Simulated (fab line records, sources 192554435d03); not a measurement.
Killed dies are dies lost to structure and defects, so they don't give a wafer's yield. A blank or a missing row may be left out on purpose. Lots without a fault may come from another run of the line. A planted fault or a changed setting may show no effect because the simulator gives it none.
Which tool did it? | flow n5_finfet | 9 lots, 24 wafers sampled, at 6 steps of a route of 1938

WHAT THE GAUGES READ, wafer by wafer
N5_BEOL_M0_CUTY_CD_MEAS_57: target cd 200 nm. Usual: cd_nm 200.0 nm, standard deviation 1.
lot  | measured     | on        | cd_nm (nm)        | flag
L761 | day 6 07:04  | cd_sem-03 | 199.9 199.3 200.4 |
L762 | day 6 15:20  | cd_sem-02 | 201.2 198.9 200.2 |
L763 | day 6 21:07  | cd_sem-02 | 199.5 200.5 199.7 |
L770 | day 8 20:21  | cd_sem-01 | 200.3 199.4 200.5 |
L776 | day 9 22:05  | cd_sem-02 | 199.7 83.3        | OFF
L777 | day 10 11:40 | cd_sem-01 | 88.8 88.1         | OFF
L779 | day 10 16:53 | cd_sem-03 | 200.9 91.5        | OFF
L780 | day 11 06:07 | cd_sem-03 | 198.8 198.2 198.8 |
L781 | day 11 11:55 | cd_sem-02 | 200.7 200.6 199.8 |

N5_BEOL_M4_RC_MEAS_101. Usual: DIBL_N 36.4 mV/V, standard deviation 2; DIBL_P 36.1 mV/V, standard deviation 2.5; IOFF_N 0.16 nA/um, standard deviation 0.037; IOFF_P 0.20 nA/um, standard deviation 0.038; ION_N 670 uA/um, standard deviation 13; ION_P 459 uA/um, standard deviation 8.3; SS_N 71.6 mV/dec, standard deviation 0.69; SS_P 73.3 mV/dec, standard deviation 0.72; VT_N 250 mV, standard deviation 3.4; VT_P -251 mV, standard deviation 3.1.
lot  | measured     | on        | DIBL_N (mV/V)  | DIBL_P (mV/V)  | IOFF_N (nA/um) | IOFF_P (nA/um) | ION_N (uA/um) | ION_P (uA/um) | SS_N (mV/dec)  | SS_P (mV/dec)  | VT_N (mV)   | VT_P (mV)      | flag
L761 | day 8 06:40  | prober-01 | 35.9 36.8 33.4 | 36.2 37.7 33.5 | 0.15 0.17 0.12 | 0.18 0.21 0.15 | 662 678 659   | 449 462 454   | 71.2 71.3 70.8 | 73.6 73.8 73.1 | 251 250 251 | -252 -249 -253 |
L762 | day 8 11:45  | prober-01 | 34.5 36.0 32.3 | 33.9 36.7 32.2 | 0.12 0.16 0.10 | 0.16 0.21 0.14 | 665 681 654   | 454 467 457   | 71.7 72.5 70.5 | 72.6 72.8 71.8 | 255 247 256 | -255 -249 -255 |
L763 | day 8 22:14  | prober-01 | 34.4 32.4 35.2 | 35.5 31.9 36.7 | 0.13 0.10 0.15 | 0.21 0.16 0.22 | 640 650 673   | 448 450 462   | 71.0 69.9 70.7 | 73.1 72.2 72.9 | 254 256 248 | -250 -253 -248 |
L770 | day 10 15:40 | prober-01 | 33.7 37.2 32.1 | 33.7 38.4 33.1 | 0.13 0.19 0.12 | 0.16 0.22 0.15 | 653 676 669   | 448 457 455   | 72.3 72.1 70.9 | 72.8 73.9 72.4 | 253 248 254 | -254 -250 -255 |
L776 | day 12 07:00 | prober-02 | 37.6           | 36.6           | 0.17           | 0.24           | 700           | 485           | 71.6           | 73.2           | 247         | -247           | OFF
L779 | day 13 09:29 | prober-02 | 35.5           | 35.2           | 0.15           | 0.21           | 669           | 460           | 72.0           | 72.5           | 250         | -250           |
L780 | day 13 12:19 | prober-02 | 35.4 37.1 35.8 | 36.3 36.9 36.5 | 0.14 0.15 0.14 | 0.18 0.18 0.18 | 678 657 663   | 464 441 458   | 70.8 71.9 71.3 | 73.9 73.3 73.5 | 252 253 250 | -254 -256 -256 |
L781 | day 13 16:30 | prober-01 | 36.7 37.6 35.3 | 36.9 36.4 34.9 | 0.18 0.17 0.13 | 0.19 0.18 0.17 | 676 668 651   | 455 445 452   | 71.4 71.6 70.8 | 74.0 73.9 72.3 | 246 247 251 | -254 -255 -256 |

WHICH TOOL RAN EACH LOT (tool, then ch and the chambers of the sampled wafers, then the start)
lot  | N5_BEOL_M0_CUTY_EXPOSE_54          | N5_BEOL_M0_CUTY_ETCH_62            | N5_BEOL_M0_CUTY_ETCH_63            | N5_BEOL_M0_STRIP_140
L761 | arfi_scanner-01 ch 0, day 6 06:57  | rie_diel-02 ch 2,3, day 6 07:20    | rie_diel-02 ch 2,3, day 6 07:22    | rie_diel-04 ch 0,1,2, day 6 08:01
L762 | arfi_scanner-01 ch 0, day 6 15:13  | rie_diel-05 ch 1,2, day 6 15:35    | rie_diel-05 ch 1,2, day 6 15:38    | rie_diel-05 ch 1,2,3, day 6 16:50
L763 | arfi_scanner-01 ch 0, day 6 21:00  | rie_diel-04 ch 0,2,3, day 6 21:37  | rie_diel-04 ch 0,2,3, day 6 21:40  | rie_diel-05 ch 1,3, day 6 23:53
L770 | arfi_scanner-02 ch 0, day 8 20:14  | rie_diel-04 ch 0,2,3, day 8 20:34  | rie_diel-04 ch 0,2,3, day 8 20:38  | rie_diel-04 ch 0,2,3, day 8 23:01
L776 | arfi_scanner-01 ch 0, day 9 21:58  | rie_diel-04 ch 2,3, day 9 22:13    | rie_diel-04 ch 2,3, day 9 22:15    | rie_diel-02 ch 1, day 9 22:58
L777 | arfi_scanner-01 ch 0, day 10 11:33 | rie_diel-05 ch 3, day 10 11:47     | rie_diel-05 ch 3, day 10 11:50     | -
L779 | arfi_scanner-01 ch 0, day 10 16:46 | rie_diel-05 ch 1,2, day 10 17:16   | rie_diel-05 ch 1,2, day 10 17:19   | rie_diel-04 ch 0, day 10 19:07
L780 | arfi_scanner-03 ch 0, day 11 06:01 | rie_diel-05 ch 0,1,3, day 11 06:22 | rie_diel-05 ch 0,1,3, day 11 06:25 | rie_diel-02 ch 0,1, day 11 09:41
L781 | arfi_scanner-02 ch 0, day 11 11:47 | rie_diel-04 ch 2,3, day 11 12:03   | rie_diel-04 ch 2,3, day 11 12:06   | rie_diel-05 ch 0,2,3, day 11 17:44
- N5_BEOL_M0_CUTY_EXPOSE_54: exposes mask M0 ABLK.
- N5_BEOL_M0_CUTY_ETCH_62: etches SiARC in CF4, time 58.5 s.
- N5_BEOL_M0_CUTY_ETCH_63: etches SOC in N2/H2, target depth 82.7 nm, overetch 16.5 nm, time 124 s.
- N5_BEOL_M0_STRIP_140: strips in CF4.

WHAT THE TOOLS THEMSELVES READ (means of the sampled wafers that have a number; where no wafer has one, the mark that the record gives instead)
N5_BEOL_M0_CUTY_ETCH_62. Usual: drypump_motor_current_A 5.7 A, standard deviation 0.41; etch_rf_on_time_s 59.1 s, standard deviation 2.3; oes_product_au 0.68 a.u., standard deviation 0.097; rf_vpp_V 183.9 V, standard deviation 1.4; showerhead_plenum_p_Torr 2.13 Torr, standard deviation 0.088; throttle_valve_pct 15.54 %, standard deviation 0.24.
lot  | tool        | drypump_motor_current_A (A) | etch_rf_on_time_s (s) | oes_product_au (a.u.) | rf_vpp_V (V) | showerhead_plenum_p_Torr (Torr) | throttle_valve_pct (%) | flag
L761 | rie_diel-02 | 5.9                         | 59.3                  | 0.59                  | 182.9        | 2.12                            | 15.67                  |
L762 | rie_diel-05 | 5.9                         | 60.7                  | 0.64                  | 183.3        | 2.14                            | 15.64                  |
L763 | rie_diel-04 | 5.6                         | 59.1                  | 0.74                  | 184.5        | 2.17                            | 15.53                  |
L770 | rie_diel-04 | 5.6                         | 59.5                  | 0.70                  | 184.9        | 2.16                            | 15.56                  |
L776 | rie_diel-04 | 5.7                         | 59.9                  | 0.67                  | 183.6        | 2.11                            | 15.58                  |
L777 | rie_diel-05 | 5.5                         | 55.4                  | 0.78                  | 183.6        | 2.11                            | 15.75                  |
L779 | rie_diel-05 | 5.8                         | 61.5                  | 0.60                  | 182.8        | 2.09                            | 15.68                  |
L780 | rie_diel-05 | 5.6                         | 56.9                  | 0.72                  | 184.5        | 2.17                            | 15.58                  |
L781 | rie_diel-04 | 5.5                         | 60.7                  | 0.82                  | 183.7        | 2.10                            | 15.36                  |

N5_BEOL_M0_CUTY_ETCH_63. Usual: drypump_motor_current_A 5.7 A, standard deviation 0.41; oes_product_au 0.66 a.u., standard deviation 0.084; rf_vpp_V 524 V, standard deviation 3.1; showerhead_plenum_p_Torr 2.53 Torr, standard deviation 0.11; throttle_valve_pct 17.80 %, standard deviation 0.3.
lot  | tool        | drypump_motor_current_A (A) | oes_product_au (a.u.) | rf_vpp_V (V) | showerhead_plenum_p_Torr (Torr) | throttle_valve_pct (%) | flag
L761 | rie_diel-02 | 5.9                         | 0.58                  | 524          | 2.53                            | 17.99                  |
L762 | rie_diel-05 | 5.9                         | 0.63                  | 524          | 2.54                            | 17.77                  |
L763 | rie_diel-04 | 5.7                         | 0.70                  | 525          | 2.58                            | 17.80                  |
L770 | rie_diel-04 | 5.7                         | 0.68                  | 525          | 2.57                            | 17.86                  |
L776 | rie_diel-04 | 5.7                         | 0.65                  | 523          | 2.50                            | 17.82                  |
L777 | rie_diel-05 | 5.5                         | 0.73                  | 522          | 2.49                            | 18.06                  |
L779 | rie_diel-05 | 5.8                         | 0.60                  | 522          | 2.47                            | 17.82                  |
L780 | rie_diel-05 | 5.6                         | 0.68                  | 523          | 2.58                            | 17.78                  |
L781 | rie_diel-04 | 5.6                         | 0.80                  | 522          | 2.50                            | 17.72                  |

N5_BEOL_M0_STRIP_140. Usual: drypump_motor_current_A 5.7 A, standard deviation 0.36; oes_product_au 0.79 a.u., standard deviation 0.1; rf_vpp_V 271.0 V, standard deviation 1.9; showerhead_plenum_p_Torr 1.79 Torr, standard deviation 0.076; throttle_valve_pct 13.51 %, standard deviation 0.26.
lot  | tool        | drypump_motor_current_A (A) | oes_product_au (a.u.) | rf_vpp_V (V) | showerhead_plenum_p_Torr (Torr) | throttle_valve_pct (%) | flag
L761 | rie_diel-04 | 5.4                         | 0.76                  | 271.8        | 1.85                            | 13.61                  |
L762 | rie_diel-05 | 5.7                         | 0.81                  | 270.4        | 1.77                            | 13.59                  |
L763 | rie_diel-05 | 5.7                         | 0.88                  | 271.9        | 1.81                            | 13.61                  |
L770 | rie_diel-04 | 5.6                         | 0.82                  | 272.1        | 1.82                            | 13.56                  |
L776 | rie_diel-02 | 5.9                         | 0.90                  | 270.2        | 1.82                            | 13.11                  |
L779 | rie_diel-04 | 5.6                         | 0.83                  | 273.0        | 1.91                            | 13.64                  |
L780 | rie_diel-02 | 6.0                         | 0.80                  | 269.5        | 1.77                            | 13.25                  |
L781 | rie_diel-05 | 5.3                         | 0.81                  | 270.4        | 1.75                            | 13.46                  |

THE ANSWER, worked out from the rows above alone
Rule: a lot is off if the mean of its wafers that have a number lies more than 3 standard deviations from the usual mean. A lot without any number at a reading at which 4 lots or more have one is off too. The other lots that the step has rows for count as sound. The gauges are gone through in route order, then the tools' own readings, and for those a lot's mean is taken as printed above. The first step at which some lot is off is used, and at that step the reading that is off furthest; a lot without a number counts as furthest.
Off: L776, L777, L779, at N5_BEOL_M0_CUTY_CD_MEAS_57 (cd_nm).
A tool fits if, at a process step before that reading, it ran every lot that is off, and no sound lot after the first of them. The gauges at N5_BEOL_M0_CUTY_CD_MEAS_57 are tried like those tools. One fits: arfi_scanner-01 at N5_BEOL_M0_CUTY_EXPOSE_54. Its last sound lot is L763 (day 6 21:00), its first lot that is off L776 (day 9 21:58): a fault that began between those two fits.

WHAT THE SIMULATOR HAD PUT IN
Process parameter drift: arfi_scanner-01, from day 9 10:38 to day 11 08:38, at N5_BEOL_M0_CUTY_EXPOSE_54. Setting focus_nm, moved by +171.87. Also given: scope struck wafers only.
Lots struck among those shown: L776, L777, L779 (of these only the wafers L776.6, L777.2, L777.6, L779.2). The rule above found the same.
